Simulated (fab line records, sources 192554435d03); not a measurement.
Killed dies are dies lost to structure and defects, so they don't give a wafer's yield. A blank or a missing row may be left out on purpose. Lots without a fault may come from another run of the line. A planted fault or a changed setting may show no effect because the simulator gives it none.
fab line records | flow n5_finfet
record lots=6 wafers=16 last_day=16
route steps=1938 shown BEOL_M6@1248
lots that met no fault: from a run of the same line without faults
start_h: hours from the record's first day to the start of the lot's first wafer shown | wait_h: hours since the lot's step before | " the same as in the row above | L1.1+2: a row that stands for several wafers | - no value, or no start given | * or withheld: withheld | < > ~ a bound
route shown NAME@n: a module of which the file shows steps, and the number in the route of the first | usual: mean/standard deviation of fault-free wafers | same: alike in all rows | chamber/n: place in a boat | sites: the reading at each site | _std_site: their standard deviation | _edge_site: outer sites' mean less inner sites' | radius_mm: how far each site lies from the wafer's centre | mask NAME#n: copy n | behind: the tool/chamber that last shaped the wafer | hold: why the lot was held/for how many hours/how that ended | device: the transistor (n, p or np) that didn't switch | end of line: the same wafers' tests at the end of the route | a step without rows: its recipe alone | killed: dies lost to structure and defects at the first sort, not the wafer's yield | map: a wafer's dies, x killed, . not, _ none there
set.NAME: the setting as run; set.NAME@STEP: as run at that earlier step | model.NAME: the simulator's own value behind a step, which no gauge read
lots at some steps of the route; a table a step, a row a wafer
services: from which hour (start_h, from the record's first day; less than 0 if before it) a tool's chamber was out of use, for how many hours, and why
## steps
# step N5_BEOL_M6_CURE_75
# recipe temp_c=370 time_s=120 ambient=DMADMS/He material=SiCOH_lowk
# step N5_BEOL_M6_DEGAS_44
# recipe ambient=vacuum temp_c=250 time_s=60
# usual heater_power_w=343/39
# columns lot.wafer tool chamber start_h wait_h heater_power_w
L737.4 pvd_sputter-03 - 207.17 0.3 358
L737.5 " - " " 346
L737.6 " - " " 303
L743.2 pvd_sputter-01 - 248.59 0.2 343
L743.4 " - " " 376
L743.5 " - " " 373
L750.2 pvd_sputter-01 - 289.74 1.0 340
L750.3 " - " " 380
L750.4 " - " " 294
L749.1 pvd_sputter-03 - 295.84 0.4 307
L749.4 " - " " 293
L751.4 pvd_sputter-02 - 299.91 0.3 305
L751.5 " - " " 313
L751.6 " - " " 346
L752.3 pvd_sputter-02 - 300.07 0.2 352
L752.5 " - " " 301
# step N5_BEOL_M6_PRE_CLEAN_45
# recipe gas=H2/He time_s=30 temp_c=250
# step N5_BEOL_M6_ALD_77
# recipe material=TaN target_thk_a=20 temp_c=275 ald_precursor_family=PDMAT ald_co_reactant=NH3 pressure_torr=3 carrier_flow_sccm=1500 pulse_time_s=2 purge_time_s=3 co_reactant_purge_time_s=2 co_reactant_pulse_time_s=3 ald_cycles=40 precursor_vessel_temp_c=75 precursor_vessel_pressure_torr=26.25 precursor_vessel_carrier_sccm=1000
# usual heater_power_w=434/47
# same ald_cycles=40
# columns lot.wafer tool chamber start_h wait_h heater_power_w
L737.4 ald_metal-04 1 207.40 0.2 509
L737.5 " 0 " " 408
L737.6 " 3 " " 363
L743.2 ald_metal-03 2 248.80 0.2 426
L743.4 " 1 " " 417
L743.5 " 2 " " 457
L750.2 ald_metal-01 0 289.90 0.1 390
L750.3 " 1 " " 455
L750.4 " 2 " " 531
L749.1 ald_metal-01 1 295.95 0.0 456
L749.4 " 1 " " 456
L751.4 ald_metal-01 1 300.11 0.1 453
L751.5 " 1 " " 449
L751.6 " 0 " " 376
L752.3 ald_metal-03 0 300.31 0.2 395
L752.5 " 2 " " 421
# step N5_BEOL_M6_SURFACE_TREAT_79
# recipe gas=Ar time_s=* ion_energy_ev=* ion_current_ma_cm2=0.5 pressure_mtorr=* ar_flow_sccm=30
# usual throttle_valve_pct=*
# columns lot.wafer tool chamber start_h wait_h throttle_valve_pct
L737.4 pvd_sputter-02 - 207.55 0.0 *
L737.5 " - " " *
L737.6 " - " " *
L743.2 pvd_sputter-02 - 249.14 0.2 *
L743.4 " - " " *
L743.5 " - " " *
L750.2 pvd_sputter-01 - 290.32 0.3 *
L750.3 " - " " *
L750.4 " - " " *
L749.1 pvd_sputter-01 - 296.25 0.2 *
L749.4 " - " " *
L751.4 pvd_sputter-02 - 300.41 0.2 *
L751.5 " - " " *
L751.6 " - " " *
L752.3 pvd_sputter-01 - 300.61 0.2 *
L752.5 " - " " *
# step N5_BEOL_M6_CVD_78
# recipe material=Co target_thk_a=20 temp_c=withheld precursor=CCTBA/H2 pressure_torr=30 time_s=142.3
# step N5_BEOL_M6_SPUTTER_48
# recipe material=Cu target_thk_a=100 temp_c=-20 bias_v=60 power_w=26000 chamber_pressure_pa=0.13 time_s=1.667
# usual throttle_valve_pct=29.9/1
# columns lot.wafer tool chamber start_h wait_h throttle_valve_pct
L737.4 pvd_sputter-01 - 207.74 0.0 30.7
L737.5 " - " " 30.8
L737.6 " - " " 29.3
L743.2 pvd_sputter-01 - 249.32 0.1 30.9
L743.4 " - " " 29.7
L743.5 " - " " 30.7
L750.2 pvd_sputter-03 - 290.94 0.3 31.3
L750.3 " - " " 28.7
L750.4 " - " " 29.6
L749.1 pvd_sputter-02 - 296.59 0.2 30.5
L749.4 " - " " 31.5
L751.4 pvd_sputter-03 - 301.96 1.2 29.5
L751.5 " - " " 31.2
L751.6 " - " " 28.3
L752.3 pvd_sputter-03 - 302.48 1.5 29.6
L752.5 " - " " 31.5
# step N5_BEOL_M6_ECD_50
# recipe material=Cu target_thk_a=3000
# step N5_BEOL_M6_ANNEAL_51
# recipe temp_c=225 time_s=90 ambient=N2
# step N5_BEOL_M6_CMP_52
# recipe stop_on=SiCOH_lowk t_overpolish_s=6.9 down_force_psi=1 platen_rpm=50 clearing_platen_down_force_psi=1.5 clearing_platen_rpm=50 post_cmp_clean=cu_alkaline target_thk_nm=80 clearing_platen_pad_velocity_m_s=0.99484 pad_velocity_m_s=0.99484
# usual barrier_field_endpoint_s=28.8/0.58 clearing_platen_rpm=50.002/0.028 edge_zone_pressure_frac=1.000/0.0047 motor_current_A=6.0/0.6 overpolish_run_s=6.900/0.0089 retaining_ring_pressure_frac=1.000/0.0054 slurry_flow_ml_min=150.0/0.44 time_to_endpoint_s=63/3.1
# columns lot.wafer tool chamber start_h wait_h barrier_field_endpoint_s clearing_platen_rpm edge_zone_pressure_frac motor_current_A overpolish_run_s retaining_ring_pressure_frac slurry_flow_ml_min time_to_endpoint_s
L737.4 cmp-03 0 208.45 0.2 29.9 49.979 1.000 5.5 6.905 1.011 149.8 66
L737.5 " 1 " " 29.0 50.021 1.004 5.5 6.887 1.009 149.5 62
L737.6 " 2 " " 30.1 49.954 1.004 6.4 6.886 0.996 150.6 66
L743.4 cmp-03 1 249.92 0.1 29.0 50.017 0.993 5.4 6.891 1.006 150.3 65
L743.2 " 2 " " 29.7 49.968 0.996 6.7 6.908 1.015 150.0 67
L743.5 " 1 " " 29.2 49.983 0.997 5.4 6.883 1.009 150.4 66
L750.4 cmp-04 0 291.70 0.1 29.1 49.935 0.998 5.3 6.906 1.003 150.0 64
L750.2 " 1 " " 29.4 50.020 0.995 4.8 6.905 1.009 150.4 65
L750.3 " 3 " " 28.7 49.997 1.000 5.6 6.899 0.996 150.2 60
L749.4 cmp-04 0 297.94 0.2 28.4 50.001 0.993 5.4 6.894 0.996 150.4 62
L749.1 " 1 " " 28.0 50.017 0.997 5.3 6.900 0.994 149.6 59
L751.4 cmp-04 0 302.75 0.2 29.0 49.994 0.999 5.7 6.901 0.994 150.0 62
L751.5 " 1 " " 28.7 50.021 1.011 4.9 6.905 1.006 150.2 61
L751.6 " 2 " " 28.4 49.985 0.999 6.2 6.890 1.003 149.8 58
L752.3 cmp-02 0 303.49 0.2 29.4 49.982 1.003 6.1 6.901 0.993 150.6 64
L752.5 " 3 " " 29.6 50.032 0.992 6.3 6.888 0.995 149.6 65
# step N5_BEOL_M6_THK_MEAS_53
# recipe thk_meas_gauge=xrf reads=Cu_of_BEOL_M6_ECD_50
# usual M6_THK=81.5/1.8
# columns lot.wafer tool chamber start_h wait_h M6_THK[nm]
L737.4 film_metro-01 - 208.63 - 79.4
L737.5 " - " " 80.0
L737.6 " - " " 77.6
L743.2 film_metro-02 - 250.21 - 83.1
L743.4 " - " " 80.5
L743.5 " - " " 82.9
L750.2 film_metro-01 - 291.99 - 82.6
L750.3 " - " " 83.9
L750.4 " - " " 81.1
L749.1 film_metro-02 - 298.16 - 79.9
L749.4 " - " " 84.0
L751.4 film_metro-01 - 302.94 - 79.9
L751.5 " - " " 79.5
L751.6 " - " " 79.9
L752.3 film_metro-02 - 303.75 - 81.8
L752.5 " - " " 81.0
# step N5_BEOL_M6_PRE_CLEAN_55
# recipe gas=NH3 time_s=15 temp_c=withheld rf_power_w=300
# step N5_BEOL_M6_DEP_56
# recipe material=SiCN target_thk_a=100 temp_c=withheld precursor=3MS/NH3 pressure_torr=3 rf_w=202 time_s=17.5
# usual showerhead_plenum_p_Torr=3.668/0.0096 throttle_valve_pct=9.0/0.53
# columns lot.wafer tool chamber start_h wait_h showerhead_plenum_p_Torr throttle_valve_pct model.SiCN_of_BEOL_M6_DEP_56.thk_nm
L737.4 pecvd-04 2 208.72 0.0 3.664 8.6 10
L737.5 " 2 " " 3.670 8.6 10
L737.6 " 1 " " 3.670 9.4 10
L743.2 pecvd-01 0 250.27 0.0 3.672 8.6 9.8
L743.4 " 1 " " 3.676 9.0 10
L743.5 " 0 " " 3.665 8.7 9.8
L750.2 pecvd-04 0 292.05 0.0 3.686 8.6 9.8
L750.3 " 2 " " 3.669 8.7 9.6
L750.4 " 1 " " 3.670 9.4 10.2
L749.1 pecvd-01 1 298.22 0.0 3.675 9.0 9.8
L749.4 " 2 " " 3.675 8.5 15.4
L751.4 pecvd-02 1 303.02 0.0 3.670 10.0 10.2
L751.5 " 0 " " 3.650 9.7 10
L751.6 " 2 " " 3.660 8.4 10.2
L752.3 pecvd-01 1 303.81 0.0 3.678 8.8 15
L752.5 " 2 " " 3.673 9.0 10
# step N5_BEOL_M6_RS_MEAS_57
# recipe thk_meas_gauge=four-point-probe reads=Cu_of_BEOL_M6_ECD_50+Co_of_BEOL_M6_CVD_78+TaN_of_BEOL_M6_ALD_77
# usual M6_RS=0.287/0.0071
# columns lot.wafer tool chamber start_h wait_h M6_RS[ohm/sq]
L737.4 film_metro-01 - 208.80 0.1 0.296
L737.5 " - " " 0.292
L737.6 " - " " 0.304
L743.2 film_metro-02 - 250.34 0.1 0.281
L743.4 " - " " 0.289
L743.5 " - " " 0.280
L750.2 film_metro-01 - 292.12 0.1 0.284
L750.3 " - " " 0.277
L750.4 " - " " 0.288
L749.1 film_metro-02 - 298.29 0.1 0.291
L749.4 " - " " 0.275
L751.4 film_metro-02 - 303.07 0.0 0.292
L751.5 " - " " 0.294
L751.6 " - " " 0.294
L752.3 film_metro-01 - 303.88 0.1 0.284
L752.5 " - " " 0.287
## services
# columns tool chamber start_h hours kind
cmp-03 - 183.79 20.6 pm
ald_metal-01 3 188.50 7.2 repair
cmp-02 - 195.41 0.5 repair
pecvd-04 2 196.29 4.3 repair
pecvd-04 2 200.63 2.1 scheduled_down
pecvd-04 0 202.76 5.5 scheduled_down
cmp-03 - 204.75 0.8 repair
pecvd-04 0 208.30 5.5 scheduled_down
cmp-04 - 217.47 0.5 repair
pecvd-04 0 218.92 5.0 scheduled_down
pecvd-01 2 232.62 4.2 repair
cmp-02 - 246.20 5.2 pm
ald_metal-03 - 255.55 1.3 repair
cmp-04 - 257.09 2.7 pm
ald_metal-04 - 257.14 8.7 pm
ald_metal-01 1 257.38 3.0 repair
pecvd-02 0 261.04 21.4 repair
pecvd-04 1 264.91 2.1 scheduled_down
ald_metal-04 2 272.58 5.5 repair
ald_metal-01 3 273.28 24.0 repair
cmp-03 - 288.14 4.0 pm
cmp-03 - 292.14 - consumable_replace:conditioner
cmp-03 - 292.14 - consumable_replace:pad
cmp-02 - 294.59 1.2 repair
## key
first_sign none at tools or gauges
model_effect step=N5_BEOL_M6_DEP_56 value=SiCN_of_BEOL_M6_DEP_56.thk_nm without=10.1 struck=15.2
met_at N5_BEOL_M6_DEP_56
struck_wafers L749.4,L752.3
onset_between 250.27 298.22
fault kind=process_parameter_drift tool=pecvd-01 chamber=- onset_h=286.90 steps=N5_BEOL_M6_DEP_56 channel=time_s offset=* shape=step end_h=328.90 scope=struck_wafers_only acts_in=* stated=*
